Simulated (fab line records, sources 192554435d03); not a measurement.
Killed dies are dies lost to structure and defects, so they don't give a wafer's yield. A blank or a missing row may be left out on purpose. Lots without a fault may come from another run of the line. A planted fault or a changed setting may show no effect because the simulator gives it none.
A struck lot beside a sound one | flow n5_finfet | 37 steps out of a route of 1938
Sound: wafers L941.1, L941.3, L941.4. Struck: wafers L943.3, L943.4, L943.5. The cause comes at the end.
At each step with rows: each side's tool, then ch and its chambers, then its first start. Under that, the readings that differ: sound wafers | struck wafers | difference of the means | sigmas: that difference in standard deviations of wafers without a fault.
alike: readings whose means differ by less than 2 such deviations, and words and numbers that are the same on both sides. not compared: withheld readings, readings that some wafer has no value for, bounds like >300 that may hide the same value, and numbers for which the record gives no deviation and whose values overlap.
The two part at a step that has a row with sigmas, a row that says differs or no value, or rows on one side only. Numbers that don't overlap but have no deviation are shown without sigmas and don't part them. A reading that every wafer of one side lacks parts them only if that side has two wafers or more.

first, 9 steps without rows for these wafers: N5_WELL_APT_COAT_19 (resist thk 950 nm); N5_WELL_APT_EBR_21; N5_WELL_APT_SOFTBAKE_20 (time 60 s); N5_WELL_APT_EXPOSE_22 (exposes mask PWELL, defocus 0 nm, target cd 200 nm); N5_WELL_APT_PEB_23 (peb time 90 s); N5_WELL_APT_DEVELOP_24 (develop time 45 s); N5_WELL_APT_HARDBAKE_29 (time 120 s); N5_WELL_APT_DESCUM_30 (chemistry O2, time 7.9 s); N5_WELL_APT_IMPLANT_31.
N5_WELL_APT_IMPLANT_32:
  sound on implanter-01 ch 0, day 2 15:47; struck on implanter-01 ch 0, day 3 04:00
  reading                   | sound                | struck               | difference | sigmas
  beam_energy_keV           | 49.983 49.984 49.986 | 79.864 79.872 79.865 | +29.883    | +99 or more
  model.implant.rp_nm (nm)  | 38.09 38.09 38.09    | 60.08 60.08 60.08    | +21.99     |
  model.implant.drp_nm (nm) | 18.55 18.55 18.55    | 26.19 26.19 26.19    | +7.64      |
  alike: tilt_deg
then, 25 steps without rows for these wafers: N5_WELL_APT_STRIP_33 (strips in SPM, time 900 s); N5_WELL_APT_RTA_34 (time 10 s); N5_WELL_APT_OXIDE_STRIP_42 (strips SiO2 in dHF, time 45 s, target depth 12 nm); N5_WELL_APT_PRECLEAN_36 (cleans in O3/DIW, time 45 s); N5_WELL_APT_PRECLEAN_39 (cleans in dHF, time 60 s); N5_WELL_APT_SRD_37 (time 30 s); N5_WELL_APT_EPI_41 (deposits Si from SiH4/H2, target thk 50 nm, time 297.7 s); N5_PMOS_HMC_CHANNEL_EPI_HM_DEP_34 (deposits SiO2 from TEOS/O2, target thk 36 nm, time 6.9 s); N5_PMOS_HMC_CHANNEL_EPI_COAT_31 (time 60 s, resist thk 66 nm); N5_PMOS_HMC_CHANNEL_EPI_COAT_03 (resist thk 205 nm); N5_PMOS_HMC_CHANNEL_EPI_EBR_05; N5_PMOS_HMC_CHANNEL_EPI_SOFTBAKE_04 (time 60 s); N5_PMOS_HMC_CHANNEL_EPI_EXPOSE_06 (exposes mask PMOS HMC BLK, target cd 240 nm); N5_PMOS_HMC_CHANNEL_EPI_PEB_07 (peb time 60 s); N5_PMOS_HMC_CHANNEL_EPI_DEVELOP_08 (develop time 30 s); N5_PMOS_HMC_CHANNEL_EPI_DESCUM_14 (chemistry O2, time 7.9 s); N5_PMOS_HMC_CHANNEL_EPI_ETCH_32 (etches BARC in N2/H2, stops on SiO2, target depth 85.8 nm, time 50.3 s); N5_PMOS_HMC_CHANNEL_EPI_HM_OPEN_15 (chemistry CHF3/O2, target SiO2, target depth 40.6 nm, time 20.3 s); N5_PMOS_HMC_CHANNEL_EPI_STRIP_33 (strips in N2/H2); N5_PMOS_HMC_CHANNEL_EPI_STRIP_17 (strips in SPM, time 750 s); N5_PMOS_HMC_CHANNEL_EPI_ETCH_38 (etches SiO2 in CF4, target depth 1.5 nm); N5_PMOS_HMC_CHANNEL_EPI_FIN_RECESS_16 (chemistry HBr/Cl2, target Si, target depth 54 nm, time 18 s); N5_PMOS_HMC_CHANNEL_EPI_PRECLEAN_36 (cleans in O3/DIW, time 45 s); N5_PMOS_HMC_CHANNEL_EPI_PRECLEAN_18 (cleans in DHF, time 30 s); N5_PMOS_HMC_CHANNEL_EPI_SRD_19 (time 30 s).
-- the record jumps here: 7 days lie between the struck wafers' starts before and after (it left off in module PMOS_HMC_CHANNEL_EPI and takes up again in module BEOL_M4, whose first step shown is number 1111 of the route) --
N5_BEOL_M4_RC_MEAS_101:
  sound on prober-01 ch 0, day 9 21:03; struck on prober-02 ch 0, day 10 15:11
  reading           | sound             | struck            | difference | sigmas
  CJ_N              | 4.22 4.26 4.34    | 2.87 2.91 2.85    | -1.40      | -17
  DIBL_N (mV/V)     | 35.6 36.8 35.9    | 37.1 40.2 39.1    | +2.7       | +2
  IOFF_N (nA/um)    | 0.123 0.144 0.131 | 0.166 0.276 0.210 | +0.085     | +4
  RS_PWELL (ohm/sq) | 3036 3005 3030    | 2540 2511 2543    | -492       | -22
  SS_N (mV/dec)     | 70.5 70.9 70.7    | 73.0 74.9 72.9    | +2.9       | +6
  alike: DIBL_P, IOFF_N_LONG, IOFF_P, ION_N, ION_P, SS_P, VT_N, VT_P
-- the record jumps here: 4 days lie between the struck wafers' starts before and after (it left off in module BEOL_M4 and takes up again in module PASSIVATION, whose first step shown is number 1936 of the route) --
N5_PASSIVATION_PROBE_49:
  sound on prober-01, day 14 15:56; struck on prober-01, day 14 23:25
  reading                | sound    | struck   | difference | sigmas
  killed_at_M0_to_M3     | 20 39 39 | 69 60 50 | +27        | +2
  killed_at_contacts     | 25 27 17 | 11 9 8   | -14        | -2
  sort_bin_4_leakage (%) | 0 0 0    | 0 0.08 0 | +0         | +4
  alike: defect_limited_yield, killed_at_M4_up, killed_at_front_end, killed_at_other, killed_dies, killed_open, killed_short, sort_bin_5_function, sort_bin_6_memory, sort_n_pass, sort_yield_pct

WHERE THEY PART
First at N5_WELL_APT_IMPLANT_32; last, within this record, at N5_PASSIVATION_PROBE_49.

WHY: what the simulator had put in
Process parameter drift: implanter-01, from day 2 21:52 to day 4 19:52, at N5_WELL_APT_IMPLANT_32. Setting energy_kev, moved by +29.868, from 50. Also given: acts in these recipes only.
